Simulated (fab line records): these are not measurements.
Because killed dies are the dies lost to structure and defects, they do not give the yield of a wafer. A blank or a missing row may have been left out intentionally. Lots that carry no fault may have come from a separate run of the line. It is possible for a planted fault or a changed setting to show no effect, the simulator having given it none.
Struck lot and sound lot, side by side :: flow n5-finfet :: 16 steps out of a route of 1938
Sound: the wafers L227.1, L227.3, L227.5. Wafers L232.1, L232.4, L232.5 were the ones struck. The cause comes at the end.
Each step with rows lists, per side, the tool, then ch with its chambers, then its first start. Under that, the readings that differ: sound wafers :: struck wafers :: difference of the means :: sigmas: that difference in standard deviations of wafers without a fault.
alike: same words and numbers on both sides, and readings whose means sit less than 2 such deviations apart. not compared: any withheld reading, any reading some wafer has no value for, any bound like >300 that may hide the same value, and any number with overlapping values for which the record gives no deviation.
The two part at a step that has a row with sigmas, a row that says differs or no value, or rows on one side only. Numbers that have no deviation but don't overlap get no sigmas and don't part them. A reading that every wafer of one side lacks parts them only if that side has two wafers or more.

first, 1 step without rows for these wafers: N5_BEOL_M3_ANNEAL_95 (time 240 s).
N5_BEOL_M3_SPUTTER_96: material Cu, target thk 4.5 nm, time 8.29 s.
  sound on pvd-sputter-01 at day 8 11:46; struck on pvd-sputter-03 at day 10 01:10
  alike: throttle-valve-pct
then, 1 step without rows for these wafers: N5_BEOL_M3_ECD_50 (material Cu, target thk 300 nm).
N5_BEOL_M3_ANNEAL_51: time 90 s.
  sound on rtp-anneal-02 ch 0, day 8 11:58; struck on rtp-anneal-01 ch 0, day 10 01:22
reading: wafer_temp_C_max
sound: 225.43 225.30 225.51
struck: 225.93 226.20 226.17
difference: +0.69
sigmas: +2
then, 1 step without rows for these wafers: N5_BEOL_M3_CMP_52 (polishes, stops on SiOC, t overpolish 6.8 s, target thk 40 nm).
N5_BEOL_M3_THK_MEAS_53: measures by xrf.
  sound on film-metro-02 at day 8 12:33; struck on film-metro-02 at day 10 02:10
  alike: M3_THK
N5_BEOL_M3_PRE_CLEAN_60: time 15 s.
  sound on cvd-co-02 ch 0,1,2, day 8 12:35; struck on cvd-co-01 ch 0,2, day 10 02:12
  alike: heater-power-w
N5_BEOL_M3_CO_CAP_55: material Co, precursor CCTBA/H2, target thk 2 nm, time 102.1 s.
  sound on cvd-co-02 ch 0,1,2, day 8 12:38; struck on cvd-co-01 ch 0,2, day 10 02:14
  alike: heater-power-w
then, 1 step without rows for these wafers: N5_BEOL_M3_PRE_CLEAN_56 (time 15 s).
N5_BEOL_M3_DEP_57: deposits SiCN from 3MS/NH3, target thk 8 nm, time 14 s.
  sound on pecvd-01 ch 0,1, day 8 12:45; struck on pecvd-03 ch 0,1, day 10 02:21
  alike: showerhead-plenum-p-Torr, throttle-valve-pct
N5_BEOL_M3_RS_MEAS_58: a four-point-probe measurement.
  sound on film-metro-01 at day 8 12:49; struck on film-metro-02 at day 10 02:25
  alike: M3_RS
N5_BEOL_M3_INSPECT_59: inspects for defects (darkfield).
  sound on defect-inspect-01 at day 8 12:52; struck on defect-inspect-02 at day 10 02:27
reading: raw-defect-count
sound: 166 115 118
struck: 65 92 72
difference: -57
sigmas: -2
N5_BEOL_M4_ILD_DEP_00: deposits SiOC from DEMS/O2, target thk 79 nm, time 15.3 s.
  sound on pecvd-01 ch 1,2, day 8 12:55; struck on pecvd-02 ch 0,1,2, day 10 02:29
reading: susceptor-temp-C (C)
sound: 350.12 349.79 349.82
struck: 351.29 350.86 351.22
difference: +1.21
sigmas: +6
  alike: heater-power-w, showerhead-plenum-p-Torr, throttle-valve-pct
N5_BEOL_M4_THK_MEAS_01:
  sound on film-metro-02 at day 8 12:59; struck on film-metro-01 at day 10 02:33
reading: M4_ILD_THK (nm)
sound: 76.9 77.5 78.7
struck: 79.0 80.3 79.9
difference: +2.0
sigmas: +2
N5_BEOL_M4_RC_MEAS_101:
  sound on prober-01 ch 0, day 9 06:25; struck on prober-02 ch 0, day 10 17:31
reading: ION_N (uA/um)
sound: 688 694 689
struck: 662 675 676
difference: -19
sigmas: -2

reading: ION_P (uA/um)
sound: 475 477 472
struck: 452 462 460
difference: -17
sigmas: -3
  alike: DIBL_N, DIBL_P, IOFF_N, IOFF_P, SS_N, SS_P, VT_N, VT_P
-- here the record skips 4 days between the struck wafers' starts before and after, leaving off in module BEOL_M4 and picking up in module PASSIVATION (first step shown: number 1936 of the route) --
N5_PASSIVATION_PROBE_49:
  sound on prober-02 at day 13 20:05; struck on prober-02 at day 15 02:34
reading: killed-at-contacts
sound: 15 30 21
struck: 7 6 11
difference: -14
sigmas: -2
  alike: defect-limited-yield, killed_at_M0_to_M3, killed_at_M4_up, killed-at-front-end, killed-at-other, killed-dies, killed-open, killed-short, sort_bin_5_function, sort_bin_6_memory, sort-n-pass, sort-yield-pct

== WHERE THEY PART ==
First at N5_BEOL_M3_ANNEAL_51; last, within this record, at N5_PASSIVATION_PROBE_49.

WHY: what had been put in by the simulator
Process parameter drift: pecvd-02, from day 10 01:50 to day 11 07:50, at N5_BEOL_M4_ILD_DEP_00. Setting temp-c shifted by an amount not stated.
